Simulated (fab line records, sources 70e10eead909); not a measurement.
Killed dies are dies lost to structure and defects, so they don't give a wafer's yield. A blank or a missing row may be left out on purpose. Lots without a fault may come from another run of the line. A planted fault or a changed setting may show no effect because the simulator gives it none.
Which tool did it? | flow nand_harc | 14 lots, 42 wafers sampled, at 4 steps of a route of 1302

WHAT THE GAUGES READ, wafer by wafer
The record holds no reading of a measuring or inspecting step that can be judged against a usual standard deviation.

WHICH TOOL RAN EACH LOT (tool, then ch and the chambers of the sampled wafers, then the start)
lot  | NHARC_A_STAIRCASE_ETCH_315                    | NHARC_A_STAIRCASE_DEP_325       | NHARC_A_STAIRCASE_DEVELOP_440     | NHARC_A_STAIRCASE_STRIP_446
L712 | rie_diel-02 ch 0,2, day 18 07:11 or earlier   | pecvd-03 ch 0,1,2, day 18 07:11 | litho_track-05 ch 0, day 18 15:00 | plasma_asher-01 ch 0,1, day 18 20:10
L714 | rie_diel-02 ch 0,1,3, day 18 19:05 or earlier | pecvd-04 ch 0,1,2, day 18 19:05 | litho_track-05 ch 0, day 19 04:00 | plasma_asher-01 ch 0,1, day 19 09:44
L713 | rie_diel-10 ch 0,2,3, day 18 19:16 or earlier | pecvd-02 ch 1,2, day 18 19:16   | litho_track-03 ch 0, day 19 05:00 | plasma_asher-02 ch 0,1, day 19 09:52
L715 | rie_diel-02 ch 0,1,3, day 19 14:46 or earlier | pecvd-04 ch 0,2, day 19 14:46   | litho_track-05 ch 0, day 19 22:00 | plasma_asher-01 ch 0,1, day 20 03:43
L716 | rie_diel-11 ch 0,3, day 20 01:32 or earlier   | pecvd-02 ch 1,2, day 20 01:32   | litho_track-05 ch 0, day 20 09:00 | plasma_asher-01 ch 0,1, day 20 14:33
L717 | rie_diel-02 ch 2,3, day 20 01:33 or earlier   | pecvd-03 ch 0,1,2, day 20 01:33 | litho_track-02 ch 0, day 20 09:00 | plasma_asher-02 ch 0,1, day 20 14:20
L718 | rie_diel-11 ch 0,2,3, day 21 21:11 or earlier | pecvd-03 ch 0,1,2, day 21 21:11 | litho_track-02 ch 0, day 22 07:00 | plasma_asher-01 ch 0,1, day 22 13:01
L723 | rie_diel-10 ch 1,3, day 22 18:21 or earlier   | pecvd-02 ch 0,1,2, day 22 18:21 | litho_track-05 ch 0, day 23 05:00 | plasma_asher-01 ch 0,1, day 23 10:01
L725 | rie_diel-11 ch 0,1, day 24 17:23 or earlier   | pecvd-02 ch 0,1,2, day 24 17:23 | litho_track-03, day 25 01:00      | plasma_asher-01 ch 0,1, day 25 07:07
L728 | rie_diel-02 ch 1,2, day 24 17:23 or earlier   | pecvd-04 ch 0,2, day 24 17:23   | litho_track-03, day 25 01:00      | plasma_asher-01 ch 0,1, day 25 06:08
L732 | rie_diel-02 ch 2,3, day 26 18:02 or earlier   | pecvd-04 ch 0,2, day 26 18:02   | litho_track-05 ch 0, day 27 04:00 | plasma_asher-01 ch 0,1, day 27 09:50
L733 | rie_diel-11 ch 1,2,3, day 26 17:56 or earlier | pecvd-02 ch 0,1,2, day 26 17:56 | litho_track-02 ch 0, day 27 03:00 | plasma_asher-01 ch 0,1, day 27 08:40
L735 | rie_diel-11 ch 0,1, day 27 13:59 or earlier   | pecvd-02 ch 0,2, day 27 13:59   | litho_track-02 ch 0, day 28 00:00 | plasma_asher-01 ch 0,1, day 28 05:06
L734 | rie_diel-02 ch 1,2, day 27 14:04 or earlier   | pecvd-03 ch 0,2, day 27 14:04   | litho_track-03 ch 0, day 28 00:00 | plasma_asher-02 ch 0,1, day 28 05:14
- NHARC_A_STAIRCASE_ETCH_315: etches the open film in C4F8/O2/Ar, target depth 2500 nm, time 607.1 s.
- NHARC_A_STAIRCASE_DEP_325: deposits SiO2, target thk 7200 nm.
- NHARC_A_STAIRCASE_DEVELOP_440: time 140 s.
- NHARC_A_STAIRCASE_STRIP_446: strips in O2.

WHAT THE TOOLS THEMSELVES READ (means of the sampled wafers that have a number; where no wafer has one, the mark that the record gives instead)
NHARC_A_STAIRCASE_ETCH_315.
lot  | tool        | bias_w (W) | oes_product_au (a.u.) | rf_fwd_power_W (W) | rf_vpp_V (V)
L712 | rie_diel-02 | 2999       | 0.936                 | 599.1              | 1827
L714 | rie_diel-02 | 2997       | 0.924                 | 599.6              | 1827
L713 | rie_diel-10 | 2999       | 0.934                 | 599.2              | 1826
L715 | rie_diel-02 | 3007       | 0.929                 | 600.6              | 1826
L716 | rie_diel-11 | 3006       | 0.931                 | 597.8              | 1823
L717 | rie_diel-02 | 3010       | 0.924                 | 599.1              | 1829
L718 | rie_diel-11 | 2999       | 0.931                 | 599.1              | 1833
L723 | rie_diel-10 | 2995       | 0.932                 | 598.1              | 1822
L725 | rie_diel-11 | 3005       | 0.928                 | 601.4              | 1838
L728 | rie_diel-02 | 3002       | 0.931                 | 599.5              | 1838
L732 | rie_diel-02 | 3001       | 0.930                 | 599.6              | 1830
L733 | rie_diel-11 | 2997       | 0.933                 | 598.1              | 1828
L735 | rie_diel-11 | 3003       | 0.936                 | 599.7              | 1836
L734 | rie_diel-02 | 3003       | 0.932                 | 598.8              | 1837

NHARC_A_STAIRCASE_DEP_325.
lot  | tool     | heater_power_w (W) | rf_fwd_power_W (W)
L712 | pecvd-03 | 610                | 501.3
L714 | pecvd-04 | 679                | 498.5
L713 | pecvd-02 | 626                | 497.8
L715 | pecvd-04 | 661                | 499.7
L716 | pecvd-02 | 632                | 499.2
L717 | pecvd-03 | 597                | 499.7
L718 | pecvd-03 | 665                | 500.1
L723 | pecvd-02 | 628                | 499.2
L725 | pecvd-02 | 597                | 499.4
L728 | pecvd-04 | 680                | 500.4
L732 | pecvd-04 | 639                | 499.6
L733 | pecvd-02 | 628                | 499.9
L735 | pecvd-02 | 558                | 497.9
L734 | pecvd-03 | 598                | 498.5

NHARC_A_STAIRCASE_DEVELOP_440.
lot  | tool           | chill_plate_temp_C (C) | exhaust_pa (Pa)
L712 | litho_track-05 | 22.91                  | 44.7
L714 | litho_track-05 | 23.03                  | 44.9
L713 | litho_track-03 | 23.00                  | 44.9
L715 | litho_track-05 | 23.00                  | 44.7
L716 | litho_track-05 | 23.17                  | 45.1
L717 | litho_track-02 | 23.08                  | 45.4
L718 | litho_track-02 | 22.95                  | 45.2
L723 | litho_track-05 | 22.86                  | 46.2
L725 | litho_track-03 | -                      | -
L728 | litho_track-03 | -                      | -
L732 | litho_track-05 | 22.93                  | 45.1
L733 | litho_track-02 | 22.97                  | 44.6
L735 | litho_track-02 | 23.04                  | 45.2
L734 | litho_track-03 | 23.05                  | 45.9

NHARC_A_STAIRCASE_STRIP_446.
lot  | tool            | drypump_motor_current_A (A) | heater_power_w (W)
L712 | plasma_asher-01 | 5.7                         | 286
L714 | plasma_asher-01 | 6.0                         | 283
L713 | plasma_asher-02 | 5.5                         | 350
L715 | plasma_asher-01 | 5.9                         | 280
L716 | plasma_asher-01 | 5.9                         | 280
L717 | plasma_asher-02 | 5.2                         | 348
L718 | plasma_asher-01 | 5.7                         | 276
L723 | plasma_asher-01 | 5.9                         | 278
L725 | plasma_asher-01 | 5.9                         | 275
L728 | plasma_asher-01 | 5.7                         | 282
L732 | plasma_asher-01 | 5.7                         | 279
L733 | plasma_asher-01 | 5.9                         | 278
L735 | plasma_asher-01 | 5.7                         | 280
L734 | plasma_asher-02 | 5.2                         | 345

THE ANSWER, worked out from the rows above alone
Rule: what is usual is taken from the lots themselves. Put in order of their means at a reading, lots are off if they are a third of the lots or fewer, leave a main group of 4 or more, and stand apart from it by a gap of 3 or more times the standard deviation of the main group's means; of several such gaps the widest counts. A main group whose means are all the same, to the digits that the tables above print for the reading, isn't used. A lot without any number at a reading at which 4 lots or more have one is off too. The other lots that the step has rows for count as sound. The gauges are gone through in route order, then the tools' own readings, and for those a lot's mean is taken as printed above. The first step at which some lot is off is used, and at that step the reading that is off furthest; a lot without a number counts as furthest.
Off: L725, L728, at NHARC_A_STAIRCASE_DEVELOP_440 (chill_plate_temp_C). Without a number there: L725, L728. The main group: mean 23.00 C, standard deviation 0.08.
A tool fits if, at that step or a process step before it, it ran every lot that is off, and no sound lot after the first of them. NHARC_A_STAIRCASE_ETCH_315 gives no start for some lots, so the hours and the order of its lots are those of NHARC_A_STAIRCASE_DEP_325. None of those tried fits.

WHAT THE SIMULATOR HAD PUT IN
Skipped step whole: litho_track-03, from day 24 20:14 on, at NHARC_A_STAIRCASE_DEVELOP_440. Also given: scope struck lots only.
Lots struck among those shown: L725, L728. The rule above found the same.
